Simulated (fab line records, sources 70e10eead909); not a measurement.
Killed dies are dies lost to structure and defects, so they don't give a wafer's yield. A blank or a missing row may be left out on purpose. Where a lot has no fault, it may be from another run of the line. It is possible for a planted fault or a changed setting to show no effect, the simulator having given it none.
Which tool was responsible?    flow nand-harc    Sampling: 9 lots, 27 wafers, 5 of 1302 route steps

WHAT THE GAUGES READ, wafer by wafer
NHARC_END_SORT_01.
lot   measured      on         killed-at-array
L557  day 26 04:15  prober-02  52 58 63
L558  day 27 09:05  prober-02  78 60 77
L565  day 29 21:17  prober-01  671 673 668
L568  day 31 15:49  prober-01  672 670 674

TOOL THAT RAN EACH LOT (tool first, then ch and the chambers of the sampled wafers, then the start)
lot   NHARC_A_CHANNEL_HOLE_D1_ETCH_21   NHARC_A_CHANNEL_HOLE_D1_ETCH_22   NHARC_A_CHANNEL_HOLE_D1_ETCH_23   NHARC_A_CHANNEL_HOLE_D1_ETCH_44
L553  har-etch-01 ch 0,1, day 9 12:36   har-etch-01 ch 0,1, day 9 13:02   har-etch-01 ch 0,1, day 9 13:37   rie-diel-13 ch 0,1,2, day 9 16:53
L556  har-etch-01 ch 0,1, day 10 22:52  har-etch-01 ch 0,1, day 10 23:18  har-etch-01 ch 0,1, day 10 23:52  rie-diel-13 ch 0,1,3, day 11 03:11
L557  har-etch-02 ch 0,1, day 11 00:11  har-etch-02 ch 0,1, day 11 00:41  har-etch-02 ch 0,1, day 11 01:17  rie-diel-03 ch 0,3, day 11 04:22
L558  har-etch-02 ch 0,1, day 11 14:32  har-etch-02 ch 0,1, day 11 15:02  har-etch-02 ch 0,1, day 11 15:40  rie-diel-13 ch 0,1, day 11 18:37
L563  har-etch-01 ch 0,1, day 13 07:16  har-etch-01 ch 0,1, day 13 07:43  har-etch-01 ch 0,1, day 13 08:16  rie-diel-09 ch 0,3, day 13 11:34
L564  har-etch-02 ch 0,1, day 13 23:46  har-etch-02 ch 0,1, day 14 00:13  har-etch-02 ch 0,1, day 14 00:48  rie-diel-13 ch 0,1,2, day 14 03:59
L565  har-etch-02 ch 0,1, day 14 20:59  har-etch-02 ch 0,1, day 14 21:25  har-etch-02 ch 0,1, day 14 21:59  rie-diel-13 ch 1,2,3, day 15 01:16
L568  har-etch-02 ch 0, day 15 14:41    har-etch-02 ch 0, day 15 15:07    har-etch-02 ch 0, day 15 15:41    rie-diel-13 ch 1,2, day 15 18:59
L567  har-etch-01 ch 0,1, day 15 15:17  har-etch-01 ch 0,1, day 15 15:45  har-etch-01 ch 0,1, day 15 16:21  rie-diel-03 ch 0,2,3, day 15 19:34
- NHARC_A_CHANNEL_HOLE_D1_ETCH_21: etches the open film in C4F8/O2/Ar, time 514.3 s, target depth 1600 nm.
- NHARC_A_CHANNEL_HOLE_D1_ETCH_22: etches the open film in C4F8/O2/Ar, time 666.7 s, target depth 1600 nm.
- NHARC_A_CHANNEL_HOLE_D1_ETCH_23: etches the open film in C4F8/O2/Ar, time 819 s, target depth 1600 nm.
- NHARC_A_CHANNEL_HOLE_D1_ETCH_44: etches the open film in CF4/O2, target depth 140 nm, overetch 14 nm, time 77 s.

THE ANSWER, worked out from the rows above alone
Rule: what is usual is taken from the lots themselves. Put in order of their means at a reading, lots are off if they are a third of the lots or fewer, leave a main group of 4 or more, and stand apart from it by a gap of 3 or more times the standard deviation of the main group's means; of several such gaps the widest counts. The tables above print the reading to a certain number of digits; a main group whose means all agree to those digits is not used. Also off: a lot with no number at a reading for which 4 or more lots have one. The other lots that the step has rows for count as sound.
No lot is off at any reading shown: from this, nothing can be told.

WHAT WAS PUT IN BY THE SIMULATOR
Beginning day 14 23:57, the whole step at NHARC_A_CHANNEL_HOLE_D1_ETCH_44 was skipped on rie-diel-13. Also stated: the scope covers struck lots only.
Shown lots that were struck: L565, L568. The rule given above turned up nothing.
